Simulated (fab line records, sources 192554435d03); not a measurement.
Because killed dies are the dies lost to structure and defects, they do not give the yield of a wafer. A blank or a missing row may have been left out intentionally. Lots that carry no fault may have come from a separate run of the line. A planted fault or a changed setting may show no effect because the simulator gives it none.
Matching of chambers ; flow n5 finfet ; rie diel-06 running N5_MOL_CONTACT_COAG_DESCUM_45: 4 sister chambers
The step chemistry O2, time 7 s. 16 wafers are shown with their chamber, then 8 later ones without.

WAFERS PAIRED WITH THEIR CHAMBERS
wafer;chamber;throttle valve pct (%);showerhead plenum p Torr (Torr);oes product au (a.u.)
L075.3;0;20.84;2.09;0.72
L075.4;1;20.58;2.18;0.71
L075.6;0;20.85;2.09;0.72
L077.2;3;20.60;2.13;0.85
L077.5;0;20.83;2.09;0.72
L077.6;3;20.59;2.13;0.86
L081.2;3;20.60;2.13;0.84
L081.5;2;20.23;2.10;0.79
L081.6;1;20.60;2.18;0.69
L082.1;3;20.60;2.13;0.84
L082.2;1;20.61;2.18;0.70
L082.3;0;20.88;2.09;0.71
L084.3;0;20.88;2.08;0.71
L084.4;3;20.60;2.12;0.83
L084.6;2;20.25;2.09;0.78
L085.2;0;20.89;2.08;0.70

SIGNATURES, as means of the wafers listed above
reading;chamber 0;chamber 1;chamber 2;chamber 3;scatter within a chamber
throttle valve pct;20.8617;20.5967;20.2400;20.5980;0.0179
showerhead plenum p Torr;2.0867;2.1800;2.0950;2.1280;0.00468
oes product au;0.7133;0.7000;0.7850;0.8440;0.00959
Rule: for a wafer and a chamber, the distance is found by dividing, reading by reading, the gap between the wafer's reading and the chamber's mean by the reading's scatter, squaring, summing and taking the root. If the next closest chamber is less than 2 further off than the closest, the wafer can't be placed; otherwise it belongs to the closest. The scatter: the root of (the sum of the squares of (reading less its chamber's mean) over the shown wafers, divided by (wafers less chambers)).

WAFERS WITH NO CHAMBER GIVEN
wafer;throttle valve pct (%);showerhead plenum p Torr (Torr);oes product au (a.u.)
L085.4;20.26;2.09;0.78
L085.5;20.87;2.08;0.70
L086.2;20.63;2.12;0.82
L086.3;20.61;2.17;0.69
L086.5;20.62;2.12;0.82
L094.1;20.65;2.17;0.68
L094.2;20.29;2.09;0.76
L094.3;20.90;2.08;0.69

WHICH CHAMBER EACH ONE RAN IN
wafer;from the rows above;in truth
L085.4;2;2
L085.5;0;0
L086.2;3;3
L086.3;1;1
L086.5;3;3
L094.1;1;1
L094.2;2;2
L094.3;0;0
Correctly placed: 8 of 8. Left unplaced by these rows: 0. Placed wrongly: 0.
